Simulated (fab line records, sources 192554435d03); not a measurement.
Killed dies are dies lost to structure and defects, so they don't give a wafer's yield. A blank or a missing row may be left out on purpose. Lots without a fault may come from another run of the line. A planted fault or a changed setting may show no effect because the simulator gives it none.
A struck lot beside a sound one | flow n5_finfet | 36 steps out of a route of 1938
Sound: wafers L115.3, L115.5, L115.6. Struck: wafers L106.2, L106.4, L106.5. The cause comes at the end.
At each step with rows: each side's tool, then ch and its chambers, then its first start. Under that, the readings that differ: sound wafers | struck wafers | difference of the means | sigmas: that difference in standard deviations of wafers without a fault.
alike: readings whose means differ by less than 2 such deviations, and words and numbers that are the same on both sides. not compared: withheld readings, readings that some wafer has no value for, bounds like >300 that may hide the same value, and numbers for which the record gives no deviation and whose values overlap.
The two part at a step that has a row with sigmas, a row that says differs or no value, or rows on one side only. Numbers that don't overlap but have no deviation are shown without sigmas and don't part them. A reading that every wafer of one side lacks parts them only if that side has two wafers or more.

first, 9 steps without rows for these wafers: N5_BEOL_M0_ANNEAL_135 (time 60 s); N5_BEOL_M0_SPUTTER_141 (material Cu, target thk 4 nm, time 7.37 s); N5_BEOL_M0_ECD_118 (material Cu, target thk 300 nm); N5_BEOL_M0_ANNEAL_119 (time 90 s); N5_BEOL_M0_CMP_120 (polishes, stops on SiOC, t overpolish 6.9 s); N5_BEOL_M0_PRE_CLEAN_131 (time 15 s); N5_BEOL_M0_CO_CAP_123 (material Co, precursor CCTBA/H2, target thk 2 nm, time 102.1 s); N5_BEOL_M0_PRE_CLEAN_124 (time 15 s); N5_BEOL_M0_DEP_125 (deposits SiCN from 3MS/NH3, target thk 8 nm, time 14 s).
N5_BEOL_M1_ILD_DEP_00: deposits SiOC from DEMS/O2, target thk 79 nm, time 15.3 s.
  sound on pecvd-02 ch 0,1, day 12 01:58; struck on pecvd-03 ch 0,2, day 10 00:46
  no value came back on the struck wafers for any of 5 readings (chamber_pressure_Torr (Torr), heater_power_outer_w (W) and others); on the sound wafers chamber_pressure_Torr (Torr) reads 5.010 4.999 4.996
then, 24 steps without rows for these wafers: N5_BEOL_M1_PECVD_72 (deposits SiO2 from TEOS/O2, target thk 16 nm, time 18 s); N5_BEOL_M1_HM_DEP_02 (deposits TiN, target thk 20 nm); N5_BEOL_M1_COAT_61 (time 60 s, resist thk 60 nm); N5_BEOL_M1_COAT_62 (time 60 s, resist thk 12 nm); N5_BEOL_M1_COAT_73 (time 60 s, resist thk 5 nm); N5_BEOL_M1_COAT_05 (resist thk 30 nm); N5_BEOL_M1_EBR_07; N5_BEOL_M1_SOFTBAKE_06 (time 60 s); N5_BEOL_M1_EXPOSE_08 (exposes mask M1); N5_BEOL_M1_PEB_09 (peb time 60 s); N5_BEOL_M1_DEVELOP_10 (develop time 30 s); N5_BEOL_M1_DESCUM_16 (chemistry O2, time 7 s); N5_BEOL_M1_ETCH_74 (etches underlayer in N2/H2, target depth 6.5 nm, time 5.2 s); N5_BEOL_M1_ETCH_63 (etches SiARC in CF4, target depth 15.6 nm, time 26 s); N5_BEOL_M1_ETCH_64 (etches SOC in N2/H2, target depth 75 nm, overetch 15 nm, time 112.5 s); N5_BEOL_M1_STRIP_65 (strips in N2/H2); N5_BEOL_M1_STRIP_75 (strips in N2/H2); N5_BEOL_M1_STRIP_66 (strips in CF4); N5_BEOL_M1_HM_OPEN_17 (chemistry Cl2/BCl3, target TiN, target depth 20 nm, overetch 6 nm); N5_BEOL_M1_STRIP_19 (strips in O2); N5_BEOL_M1_COAT_67 (time 60 s, resist thk 60 nm); N5_BEOL_M1_COAT_68 (time 60 s, resist thk 12 nm); N5_BEOL_M1_COAT_76 (time 60 s, resist thk 5 nm); N5_BEOL_M1_COAT_22 (resist thk 30 nm).
N5_BEOL_M1_OCD_MEAS_38:
  sound on ocd-01, day 12 08:37; struck on ocd-02, day 10 23:58
  reading              | sound          | struck | difference                    | sigmas
  trench_depth_nm (nm) | 53.2 55.7 53.5 | - - -  | no value on the struck wafers |
then, 1 step without rows for these wafers: N5_PASSIVATION_PROBE_49.

WHERE THEY PART
First at N5_BEOL_M1_ILD_DEP_00; last, within this record, at N5_BEOL_M1_OCD_MEAS_38.

WHY: what the simulator had put in
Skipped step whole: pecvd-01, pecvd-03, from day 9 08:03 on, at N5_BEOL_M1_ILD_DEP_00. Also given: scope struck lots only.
